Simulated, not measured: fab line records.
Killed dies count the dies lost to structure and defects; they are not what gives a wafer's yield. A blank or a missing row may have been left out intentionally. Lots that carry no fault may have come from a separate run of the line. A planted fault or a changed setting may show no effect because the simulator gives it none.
Which of the tools did it? / flow nandHarc / Sampling: 24 lots, 72 wafers, 5 of 1302 route steps

== WHAT THE GAUGES READ, wafer by wafer ==
NHARC_A_ONON_D1_THK_MEAS_21: measures by ellipsometry.
lot=L074; measured=day 8 04:07; on=filmMetro-02; thkNm (nm)=1013 1014 1015
lot=L076; measured=day 8 22:57; on=filmMetro-02; thkNm (nm)=988 986 988
lot=L075; measured=day 8 22:56; on=filmMetro-01; thkNm (nm)=994 995 996
lot=L077; measured=day 9 11:46; on=filmMetro-01; thkNm (nm)=1008 1009 1009
lot=L078; measured=day 9 18:01; on=filmMetro-02; thkNm (nm)=993 993 992
lot=L079; measured=day 10 13:50; on=filmMetro-02; thkNm (nm)=1002 1002 1002
lot=L080; measured=day 10 22:15; on=filmMetro-02; thkNm (nm)=1010 1009 1010
lot=L081; measured=day 11 04:28; on=filmMetro-02; thkNm (nm)=993 992 992
lot=L082; measured=day 11 14:40; on=filmMetro-02; thkNm (nm)=1001 1002 1002
lot=L083; measured=day 12 06:10; on=filmMetro-01; thkNm (nm)=1016 1014 1016
lot=L084; measured=day 12 20:27; on=filmMetro-01; thkNm (nm)=986 989 988
lot=L085; measured=day 12 20:26; on=filmMetro-02; thkNm (nm)=1002 1005 1001
lot=L086; measured=day 13 10:12; on=filmMetro-01; thkNm (nm)=990 990 993
lot=L087; measured=day 13 13:47; on=filmMetro-01; thkNm (nm)=1001 1002 1005
lot=L088; measured=day 14 08:35; on=filmMetro-02; thkNm (nm)=999 999 998
lot=L089; measured=day 14 08:54; on=filmMetro-01; thkNm (nm)=1017 1018 1015
lot=L091; measured=day 15 01:47; on=filmMetro-02; thkNm (nm)=1008 1008 1008
lot=L090; measured=day 15 01:49; on=filmMetro-01; thkNm (nm)=1005 1004 1003
lot=L092; measured=day 15 20:57; on=filmMetro-01; thkNm (nm)=995 995 996
lot=L093; measured=day 15 20:59; on=filmMetro-01; thkNm (nm)=1000 1001 1002
lot=L094; measured=day 16 22:43; on=filmMetro-01; thkNm (nm)=998 996 998
lot=L095; measured=day 17 10:32; on=filmMetro-01; thkNm (nm)=988 988 990
lot=L096; measured=day 17 10:33; on=filmMetro-02; thkNm (nm)=988 990 988
lot=L097; measured=day 17 20:04; on=filmMetro-01; thkNm (nm)=996 994 994

NHARC_A_ONON_D1_THK_MEAS_27: measures by ellipsometry.
lot=L074; measured=day 8 05:16; on=filmMetro-01; thkNm (nm)=1002 1003 1004
lot=L076; measured=day 9 00:05; on=filmMetro-01; thkNm (nm)=994 993 995
lot=L075; measured=day 9 00:04; on=filmMetro-02; thkNm (nm)=1002 1000 1001
lot=L077; measured=day 9 12:55; on=filmMetro-01; thkNm (nm)=1016 1016 1017
lot=L078; measured=day 9 19:11; on=filmMetro-01; thkNm (nm)=999 1000 1001
lot=L079; measured=day 10 14:58; on=filmMetro-01; thkNm (nm)=980 978 979
lot=L080; measured=day 10 23:23; on=filmMetro-01; thkNm (nm)=1003 1003 1003
lot=L081; measured=day 11 05:35; on=filmMetro-01; thkNm (nm)=1008 1007 1009
lot=L082; measured=day 11 15:48; on=filmMetro-01; thkNm (nm)=1011 1010 1011
lot=L083; measured=day 12 07:18; on=filmMetro-01; thkNm (nm)=995 995 995
lot=L084; measured=day 12 21:50; on=filmMetro-01; thkNm (nm)=1006 1008 1007
lot=L085; measured=day 12 21:43; on=filmMetro-02; thkNm (nm)=1014 1013 1012
lot=L086; measured=day 13 11:20; on=filmMetro-01; thkNm (nm)=1010 1009 1009
lot=L087; measured=day 13 14:55; on=filmMetro-02; thkNm (nm)=999 999 998
lot=L088; measured=day 14 09:43; on=filmMetro-01; thkNm (nm)=991 992 992
lot=L089; measured=day 14 10:02; on=filmMetro-02; thkNm (nm)=1000 999 1002
lot=L091; measured=day 15 02:55; on=filmMetro-02; thkNm (nm)=978 978 977
lot=L090; measured=day 15 02:57; on=filmMetro-01; thkNm (nm)=1006 1006 1006
lot=L092; measured=day 15 22:05; on=filmMetro-01; thkNm (nm)=986 989 987
lot=L093; measured=day 15 22:07; on=filmMetro-01; thkNm (nm)=1008 1006 1007
lot=L094; measured=day 16 23:52; on=filmMetro-01; thkNm (nm)=1018 1019 1018
lot=L095; measured=day 17 11:40; on=filmMetro-01; thkNm (nm)=1000 1003 1003
lot=L096; measured=day 17 11:41; on=filmMetro-02; thkNm (nm)=994 994 994
lot=L097; measured=day 17 21:11; on=filmMetro-01; thkNm (nm)=1005 1003 1004

== TOOL THAT RAN EACH LOT (tool first, then ch and the chambers of the sampled wafers, then the start) ==
lot=L074; NHARC_P_BONDPAD_ETCH_24=rieDiel-13 ch 0,1,2, day 6 17:45 or earlier; NHARC_P_BONDPAD_PVD_17=pvdSputter-01, day 6 17:45 or earlier; NHARC_P_BONDPAD_ANNEAL_28=rtpAnneal-02 ch 0, day 6 17:45
lot=L076; NHARC_P_BONDPAD_ETCH_24=rieDiel-02 ch 0,1,2, day 7 12:29 or earlier; NHARC_P_BONDPAD_PVD_17=pvdSputter-01, day 7 12:29 or earlier; NHARC_P_BONDPAD_ANNEAL_28=rtpAnneal-02 ch 0, day 7 12:29
lot=L075; NHARC_P_BONDPAD_ETCH_24=rieDiel-02 ch 2,3, day 7 13:25 or earlier; NHARC_P_BONDPAD_PVD_17=pvdSputter-03, day 7 13:25 or earlier; NHARC_P_BONDPAD_ANNEAL_28=rtpAnneal-02 ch 0, day 7 13:25
lot=L077; NHARC_P_BONDPAD_ETCH_24=rieDiel-06 ch 1,3, day 8 01:10 or earlier; NHARC_P_BONDPAD_PVD_17=pvdSputter-03, day 8 01:10 or earlier; NHARC_P_BONDPAD_ANNEAL_28=rtpAnneal-02 ch 0, day 8 01:10
lot=L078; NHARC_P_BONDPAD_ETCH_24=rieDiel-06 ch 0,3, day 8 06:52 or earlier; NHARC_P_BONDPAD_PVD_17=pvdSputter-01, day 8 06:52 or earlier; NHARC_P_BONDPAD_ANNEAL_28=rtpAnneal-02 ch 0, day 8 06:52
lot=L079; NHARC_P_BONDPAD_ETCH_24=rieDiel-06 ch 2,3, day 8 21:28; NHARC_P_BONDPAD_PVD_17=pvdSputter-02, day 8 22:38 or earlier; NHARC_P_BONDPAD_ANNEAL_28=rtpAnneal-02 ch 0, day 8 22:38
lot=L080; NHARC_P_BONDPAD_ETCH_24=rieDiel-06 ch 0,1,3, day 9 09:22 or earlier; NHARC_P_BONDPAD_PVD_17=pvdSputter-02, day 9 09:22 or earlier; NHARC_P_BONDPAD_ANNEAL_28=rtpAnneal-02 ch 0, day 9 09:22
lot=L081; NHARC_P_BONDPAD_ETCH_24=rieDiel-06 ch 1,2,3, day 9 14:21 or earlier; NHARC_P_BONDPAD_PVD_17=pvdSputter-01, day 9 14:21 or earlier; NHARC_P_BONDPAD_ANNEAL_28=rtpAnneal-02 ch 0, day 9 14:21
lot=L082; NHARC_P_BONDPAD_ETCH_24=rieDiel-06 ch 0,1, day 10 02:27 or earlier; NHARC_P_BONDPAD_PVD_17=pvdSputter-03, day 10 02:27 or earlier; NHARC_P_BONDPAD_ANNEAL_28=rtpAnneal-02 ch 0, day 10 02:27
lot=L083; NHARC_P_BONDPAD_ETCH_24=rieDiel-13 ch 0,1,3, day 10 13:14 or earlier; NHARC_P_BONDPAD_PVD_17=pvdSputter-03, day 10 13:14 or earlier; NHARC_P_BONDPAD_ANNEAL_28=rtpAnneal-02 ch 0, day 10 13:14
lot=L084; NHARC_P_BONDPAD_ETCH_24=rieDiel-02 ch 1,2, day 11 03:37; NHARC_P_BONDPAD_PVD_17=pvdSputter-02, day 11 04:54 or earlier; NHARC_P_BONDPAD_ANNEAL_28=rtpAnneal-01 ch 0, day 11 04:54
lot=L085; NHARC_P_BONDPAD_ETCH_24=rieDiel-02 ch 2,3, day 11 04:28; NHARC_P_BONDPAD_PVD_17=pvdSputter-01, day 11 05:39 or earlier; NHARC_P_BONDPAD_ANNEAL_28=rtpAnneal-02 ch 0, day 11 05:39
lot=L086; NHARC_P_BONDPAD_ETCH_24=rieDiel-06 ch 1,2,3, day 11 20:50 or earlier; NHARC_P_BONDPAD_PVD_17=pvdSputter-01, day 11 20:50 or earlier; NHARC_P_BONDPAD_ANNEAL_28=rtpAnneal-02 ch 0, day 11 20:50
lot=L087; NHARC_P_BONDPAD_ETCH_24=rieDiel-13 ch 0,1,3, day 12 02:47 or earlier; NHARC_P_BONDPAD_PVD_17=pvdSputter-01, day 12 02:47 or earlier; NHARC_P_BONDPAD_ANNEAL_28=rtpAnneal-02 ch 0, day 12 02:47
lot=L088; NHARC_P_BONDPAD_ETCH_24=rieDiel-06 ch 0,1,3, day 12 20:10 or earlier; NHARC_P_BONDPAD_PVD_17=pvdSputter-02, day 12 20:10 or earlier; NHARC_P_BONDPAD_ANNEAL_28=rtpAnneal-02 ch 0, day 12 20:10
lot=L089; NHARC_P_BONDPAD_ETCH_24=rieDiel-06 ch 0,2,3, day 12 21:32 or earlier; NHARC_P_BONDPAD_PVD_17=pvdSputter-03, day 12 21:32 or earlier; NHARC_P_BONDPAD_ANNEAL_28=rtpAnneal-01 ch 0, day 12 21:32
lot=L091; NHARC_P_BONDPAD_ETCH_24=rieDiel-02 ch 0,1,2, day 13 13:47 or earlier; NHARC_P_BONDPAD_PVD_17=pvdSputter-02, day 13 13:47 or earlier; NHARC_P_BONDPAD_ANNEAL_28=rtpAnneal-02 ch 0, day 13 13:47
lot=L090; NHARC_P_BONDPAD_ETCH_24=rieDiel-06 ch 0,3, day 13 14:25 or earlier; NHARC_P_BONDPAD_PVD_17=pvdSputter-03, day 13 14:25 or earlier; NHARC_P_BONDPAD_ANNEAL_28=rtpAnneal-01 ch 0, day 13 14:25
lot=L092; NHARC_P_BONDPAD_ETCH_24=rieDiel-13 ch 0,3, day 14 04:02 or earlier; NHARC_P_BONDPAD_PVD_17=pvdSputter-01, day 14 04:02 or earlier; NHARC_P_BONDPAD_ANNEAL_28=rtpAnneal-01 ch 0, day 14 04:02
lot=L093; NHARC_P_BONDPAD_ETCH_24=rieDiel-13 ch 0,2,3, day 14 12:47 or earlier; NHARC_P_BONDPAD_PVD_17=pvdSputter-03, day 14 12:47 or earlier; NHARC_P_BONDPAD_ANNEAL_28=rtpAnneal-01 ch 0, day 14 12:47
lot=L094; NHARC_P_BONDPAD_ETCH_24=rieDiel-06 ch 1,2, day 15 10:47 or earlier; NHARC_P_BONDPAD_PVD_17=pvdSputter-01, day 15 10:47 or earlier; NHARC_P_BONDPAD_ANNEAL_28=rtpAnneal-01 ch 0, day 15 10:47
lot=L095; NHARC_P_BONDPAD_ETCH_24=rieDiel-13 ch 0,1,3, day 15 19:46; NHARC_P_BONDPAD_PVD_17=pvdSputter-02, day 15 21:07 or earlier; NHARC_P_BONDPAD_ANNEAL_28=rtpAnneal-02 ch 0, day 15 21:07
lot=L096; NHARC_P_BONDPAD_ETCH_24=rieDiel-06 ch 0,1,2, day 16 00:18 or earlier; NHARC_P_BONDPAD_PVD_17=pvdSputter-02, day 16 00:18 or earlier; NHARC_P_BONDPAD_ANNEAL_28=rtpAnneal-01 ch 0, day 16 00:18
lot=L097; NHARC_P_BONDPAD_ETCH_24=rieDiel-06 ch 0,2,3, day 16 07:03 or earlier; NHARC_P_BONDPAD_PVD_17=pvdSputter-03, day 16 07:03 or earlier; NHARC_P_BONDPAD_ANNEAL_28=rtpAnneal-02 ch 0, day 16 07:03
- NHARC_P_BONDPAD_ETCH_24: etches the open film in CF4/N2, target depth 30 nm, time 72.99 s.
- NHARC_P_BONDPAD_PVD_17: deposits TaN, target thk 5 nm, time 8.06 s.
- NHARC_P_BONDPAD_ANNEAL_28: time 90 s.

== AS READ BY THE TOOLS THEMSELVES (means over the sampled wafers that have a number; for cases with no such wafer, the mark the record gives instead) ==
NHARC_P_BONDPAD_ETCH_24.
lot=L074; tool=rieDiel-13; drypumpMotorCurrentA (A)=5.7; oesProductAu (a.u.)=1.009; rfVppV (V)=315.5; showerheadPlenumPTorr (Torr)=2.69; throttleValvePct (%)=19.792
lot=L076; tool=rieDiel-02; drypumpMotorCurrentA (A)=5.7; oesProductAu (a.u.)=1.000; rfVppV (V)=317.2; showerheadPlenumPTorr (Torr)=2.76; throttleValvePct (%)=19.793
lot=L075; tool=rieDiel-02; drypumpMotorCurrentA (A)=5.3; oesProductAu (a.u.)=0.996; rfVppV (V)=316.5; showerheadPlenumPTorr (Torr)=2.77; throttleValvePct (%)=19.784
lot=L077; tool=rieDiel-06; drypumpMotorCurrentA (A)=5.9; oesProductAu (a.u.)=0.997; rfVppV (V)=315.8; showerheadPlenumPTorr (Torr)=2.73; throttleValvePct (%)=19.795
lot=L078; tool=rieDiel-06; drypumpMotorCurrentA (A)=5.7; oesProductAu (a.u.)=1.008; rfVppV (V)=312.2; showerheadPlenumPTorr (Torr)=2.54; throttleValvePct (%)=19.794
lot=L079; tool=rieDiel-06; drypumpMotorCurrentA (A)=5.7; oesProductAu (a.u.)=0.992; rfVppV (V)=314.5; showerheadPlenumPTorr (Torr)=2.62; throttleValvePct (%)=19.796
lot=L080; tool=rieDiel-06; drypumpMotorCurrentA (A)=5.8; oesProductAu (a.u.)=1.000; rfVppV (V)=314.8; showerheadPlenumPTorr (Torr)=2.66; throttleValvePct (%)=19.794
lot=L081; tool=rieDiel-06; drypumpMotorCurrentA (A)=5.6; oesProductAu (a.u.)=0.999; rfVppV (V)=315.1; showerheadPlenumPTorr (Torr)=2.66; throttleValvePct (%)=19.786
lot=L082; tool=rieDiel-06; drypumpMotorCurrentA (A)=5.7; oesProductAu (a.u.)=1.004; rfVppV (V)=316.4; showerheadPlenumPTorr (Torr)=2.70; throttleValvePct (%)=19.792
lot=L083; tool=rieDiel-13; drypumpMotorCurrentA (A)=6.1; oesProductAu (a.u.)=0.999; rfVppV (V)=316.3; showerheadPlenumPTorr (Torr)=2.73; throttleValvePct (%)=19.805
lot=L084; tool=rieDiel-02; drypumpMotorCurrentA (A)=5.5; oesProductAu (a.u.)=1.004; rfVppV (V)=317.0; showerheadPlenumPTorr (Torr)=2.81; throttleValvePct (%)=19.801
lot=L085; tool=rieDiel-02; drypumpMotorCurrentA (A)=5.2; oesProductAu (a.u.)=1.000; rfVppV (V)=316.5; showerheadPlenumPTorr (Torr)=2.77; throttleValvePct (%)=19.787
lot=L086; tool=rieDiel-06; drypumpMotorCurrentA (A)=5.6; oesProductAu (a.u.)=1.002; rfVppV (V)=314.5; showerheadPlenumPTorr (Torr)=2.66; throttleValvePct (%)=19.785
lot=L087; tool=rieDiel-13; drypumpMotorCurrentA (A)=6.1; oesProductAu (a.u.)=1.000; rfVppV (V)=315.3; showerheadPlenumPTorr (Torr)=2.73; throttleValvePct (%)=19.795
lot=L088; tool=rieDiel-06; drypumpMotorCurrentA (A)=5.7; oesProductAu (a.u.)=0.998; rfVppV (V)=315.4; showerheadPlenumPTorr (Torr)=2.66; throttleValvePct (%)=19.804
lot=L089; tool=rieDiel-06; drypumpMotorCurrentA (A)=5.6; oesProductAu (a.u.)=1.003; rfVppV (V)=312.9; showerheadPlenumPTorr (Torr)=2.54; throttleValvePct (%)=19.800
lot=L091; tool=rieDiel-02; drypumpMotorCurrentA (A)=5.7; oesProductAu (a.u.)=0.999; rfVppV (V)=316.6; showerheadPlenumPTorr (Torr)=2.76; throttleValvePct (%)=19.800
lot=L090; tool=rieDiel-06; drypumpMotorCurrentA (A)=5.7; oesProductAu (a.u.)=0.999; rfVppV (V)=313.1; showerheadPlenumPTorr (Torr)=2.54; throttleValvePct (%)=19.796
lot=L092; tool=rieDiel-13; drypumpMotorCurrentA (A)=6.4; oesProductAu (a.u.)=0.993; rfVppV (V)=315.9; showerheadPlenumPTorr (Torr)=2.71; throttleValvePct (%)=19.796
lot=L093; tool=rieDiel-13; drypumpMotorCurrentA (A)=6.0; oesProductAu (a.u.)=0.992; rfVppV (V)=314.9; showerheadPlenumPTorr (Torr)=2.67; throttleValvePct (%)=19.788
lot=L094; tool=rieDiel-06; drypumpMotorCurrentA (A)=5.3; oesProductAu (a.u.)=0.996; rfVppV (V)=312.8; showerheadPlenumPTorr (Torr)=2.58; throttleValvePct (%)=19.786
lot=L095; tool=rieDiel-13; drypumpMotorCurrentA (A)=6.1; oesProductAu (a.u.)=0.991; rfVppV (V)=316.0; showerheadPlenumPTorr (Torr)=2.73; throttleValvePct (%)=19.791
lot=L096; tool=rieDiel-06; drypumpMotorCurrentA (A)=5.5; oesProductAu (a.u.)=1.002; rfVppV (V)=313.6; showerheadPlenumPTorr (Torr)=2.58; throttleValvePct (%)=19.796
lot=L097; tool=rieDiel-06; drypumpMotorCurrentA (A)=5.5; oesProductAu (a.u.)=0.995; rfVppV (V)=312.5; showerheadPlenumPTorr (Torr)=2.54; throttleValvePct (%)=19.785

NHARC_P_BONDPAD_PVD_17.
lot=L074; tool=pvdSputter-01; throttleValvePct (%)=29.7
lot=L076; tool=pvdSputter-01; throttleValvePct (%)=29.8
lot=L075; tool=pvdSputter-03; throttleValvePct (%)=29.1
lot=L077; tool=pvdSputter-03; throttleValvePct (%)=30.1
lot=L078; tool=pvdSputter-01; throttleValvePct (%)=29.3
lot=L079; tool=pvdSputter-02; throttleValvePct (%)=29.6
lot=L080; tool=pvdSputter-02; throttleValvePct (%)=29.6
lot=L081; tool=pvdSputter-01; throttleValvePct (%)=28.8
lot=L082; tool=pvdSputter-03; throttleValvePct (%)=30.1
lot=L083; tool=pvdSputter-03; throttleValvePct (%)=30.1
lot=L084; tool=pvdSputter-02; throttleValvePct (%)=29.4
lot=L085; tool=pvdSputter-01; throttleValvePct (%)=29.3
lot=L086; tool=pvdSputter-01; throttleValvePct (%)=30.0
lot=L087; tool=pvdSputter-01; throttleValvePct (%)=29.7
lot=L088; tool=pvdSputter-02; throttleValvePct (%)=30.7
lot=L089; tool=pvdSputter-03; throttleValvePct (%)=29.8
lot=L091; tool=pvdSputter-02; throttleValvePct (%)=29.7
lot=L090; tool=pvdSputter-03; throttleValvePct (%)=30.1
lot=L092; tool=pvdSputter-01; throttleValvePct (%)=29.2
lot=L093; tool=pvdSputter-03; throttleValvePct (%)=29.7
lot=L094; tool=pvdSputter-01; throttleValvePct (%)=30.0
lot=L095; tool=pvdSputter-02; throttleValvePct (%)=30.0
lot=L096; tool=pvdSputter-02; throttleValvePct (%)=30.0
lot=L097; tool=pvdSputter-03; throttleValvePct (%)=30.6

NHARC_P_BONDPAD_ANNEAL_28.
lot=L074 tool=rtpAnneal-02 wafer_temp_C_max=226.02
lot=L076 tool=rtpAnneal-02 wafer_temp_C_max=225.67
lot=L075 tool=rtpAnneal-02 wafer_temp_C_max=226.09
lot=L077 tool=rtpAnneal-02 wafer_temp_C_max=225.94
lot=L078 tool=rtpAnneal-02 wafer_temp_C_max=225.95
lot=L079 tool=rtpAnneal-02 wafer_temp_C_max=226.08
lot=L080 tool=rtpAnneal-02 wafer_temp_C_max=226.02
lot=L081 tool=rtpAnneal-02 wafer_temp_C_max=226.17
lot=L082 tool=rtpAnneal-02 wafer_temp_C_max=226.07
lot=L083 tool=rtpAnneal-02 wafer_temp_C_max=226.08
lot=L084 tool=rtpAnneal-01 wafer_temp_C_max=225.56
lot=L085 tool=rtpAnneal-02 wafer_temp_C_max=226.15
lot=L086 tool=rtpAnneal-02 wafer_temp_C_max=225.96
lot=L087 tool=rtpAnneal-02 wafer_temp_C_max=226.20
lot=L088 tool=rtpAnneal-02 wafer_temp_C_max=226.14
lot=L089 tool=rtpAnneal-01 wafer_temp_C_max=225.76
lot=L091 tool=rtpAnneal-02 wafer_temp_C_max=226.25
lot=L090 tool=rtpAnneal-01 wafer_temp_C_max=225.78
lot=L092 tool=rtpAnneal-01 wafer_temp_C_max=225.84
lot=L093 tool=rtpAnneal-01 wafer_temp_C_max=225.75
lot=L094 tool=rtpAnneal-01 wafer_temp_C_max=226.17
lot=L095 tool=rtpAnneal-02 wafer_temp_C_max=226.06
lot=L096 tool=rtpAnneal-01 wafer_temp_C_max=225.73
lot=L097 tool=rtpAnneal-02 wafer_temp_C_max=225.98

== THE ANSWER, worked out from the rows above alone ==
Rule: what is usual is taken from the lots themselves. The widest of any qualifying gaps counts: lots, ordered by their means at a reading, are off when they make up no more than a third of the lots, leave a main group of 4 or more, and stand apart from it by 3 or more times the standard deviation of that group's means. The tables above print the reading to a certain number of digits; a main group whose means all agree to those digits is not used. A lot without any number at a reading at which 4 lots or more have one is off too. All remaining lots with rows at the step are treated as sound. First the gauges in route order, then the tools' own readings, where a lot's mean is used as printed above. The first step at which some lot is off is used, and at that step the reading that is off furthest; a lot without a number counts as furthest.
Nothing can be told from this: no lot is off at any reading shown.

== WHAT THE SIMULATOR HAD PUT IN ==
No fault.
